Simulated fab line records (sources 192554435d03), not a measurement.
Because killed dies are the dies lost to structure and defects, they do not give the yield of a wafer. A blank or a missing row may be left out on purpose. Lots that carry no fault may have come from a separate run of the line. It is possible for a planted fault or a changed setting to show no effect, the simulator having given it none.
Matching of chambers + flow n5 finfet + N5_GATE_CUT_ETCH_28 on rie diel-02: 4 sister chambers
The step etches underlayer in N2/H2, target depth 13 nm, time 10.4 s. 20 wafers are shown with their chamber, then 10 later ones without.

EACH WAFER AND ITS CHAMBER
| wafer  | chamber | drypump motor current A (A) | showerhead plenum p Torr (Torr) | throttle valve pct (%) |
|--------|---------|-----------------------------|---------------------------------|------------------------|
| L076.1 | 3       | 5.9                         | 2.61                            | 17.71                  |
| L076.3 | 1       | 5.9                         | 2.55                            | 18.13                  |
| L076.6 | 0       | 6.5                         | 2.41                            | 17.99                  |
| L082.1 | 3       | 5.9                         | 2.61                            | 17.75                  |
| L082.2 | 0       | 6.5                         | 2.40                            | 17.99                  |
| L082.4 | 1       | 5.9                         | 2.55                            | 18.15                  |
| L085.2 | 2       | 5.3                         | 2.60                            | 17.79                  |
| L085.3 | 0       | 6.6                         | 2.40                            | 17.98                  |
| L085.6 | 0       | 6.6                         | 2.40                            | 18.01                  |
| L086.1 | 1       | 5.9                         | 2.54                            | 18.17                  |
| L086.3 | 3       | 5.9                         | 2.60                            | 17.75                  |
| L086.6 | 1       | 5.9                         | 2.54                            | 18.17                  |
| L089.2 | 2       | 5.3                         | 2.60                            | 17.82                  |
| L089.3 | 1       | 5.9                         | 2.54                            | 18.16                  |
| L089.4 | 3       | 5.9                         | 2.60                            | 17.78                  |
| L091.1 | 3       | 5.9                         | 2.60                            | 17.76                  |
| L091.2 | 0       | 6.6                         | 2.40                            | 18.02                  |
| L091.3 | 2       | 5.3                         | 2.60                            | 17.81                  |
| L091.4 | 3       | 5.9                         | 2.60                            | 17.77                  |
| L091.5 | 0       | 6.6                         | 2.40                            | 18.01                  |

SIGNATURES (means of the wafers above)
| reading                  | chamber 0 | chamber 1 | chamber 2 | chamber 3 | scatter within a chamber |
|--------------------------|-----------|-----------|-----------|-----------|--------------------------|
| drypump motor current A  | 6.567     | 5.900     | 5.300     | 5.900     | 0.0289                   |
| showerhead plenum p Torr | 2.4017    | 2.5440    | 2.6000    | 2.6033    | 0.00459                  |
| throttle valve pct       | 18.0000   | 18.1560   | 17.8067   | 17.7533   | 0.0189                   |
Rule: for a wafer and a chamber, the distance is found by dividing, reading by reading, the gap between the wafer's reading and the chamber's mean by the reading's scatter, squaring, summing and taking the root. If the next closest chamber is less than 2 further off than the closest, the wafer can't be placed; otherwise it belongs to the closest. The scatter: the root of (the sum of the squares of (reading less its chamber's mean) over the shown wafers, divided by (wafers less chambers)).

WAFERS WHOSE CHAMBER IS MISSING
| wafer  | drypump motor current A (A) | showerhead plenum p Torr (Torr) | throttle valve pct (%) |
|--------|-----------------------------|---------------------------------|------------------------|
| L091.6 | 5.2                         | 2.60                            | 17.81                  |
| L093.1 | 5.9                         | 2.54                            | 18.19                  |
| L093.2 | 5.9                         | 2.60                            | 17.76                  |
| L093.3 | 6.5                         | 2.39                            | 18.01                  |
| L093.4 | 5.3                         | 2.60                            | 17.81                  |
| L093.5 | 5.9                         | 2.60                            | 17.74                  |
| L093.6 | 5.3                         | 2.60                            | 17.83                  |
| L095.2 | 5.3                         | 2.60                            | 17.85                  |
| L095.3 | 5.9                         | 2.54                            | 18.18                  |
| L095.4 | 6.6                         | 2.39                            | 18.04                  |

EACH ONE'S CHAMBER
| wafer  | from the rows above | in truth |
|--------|---------------------|----------|
| L091.6 | 2                   | 2        |
| L093.1 | 1                   | 1        |
| L093.2 | 3                   | 3        |
| L093.3 | 0                   | 0        |
| L093.4 | 2                   | 2        |
| L093.5 | 3                   | 3        |
| L093.6 | 2                   | 2        |
| L095.2 | 2                   | 2        |
| L095.3 | 1                   | 1        |
| L095.4 | 0                   | 0        |
Placed correctly: 10 of 10. Left unplaced by these rows: 0. 0 placed wrongly.
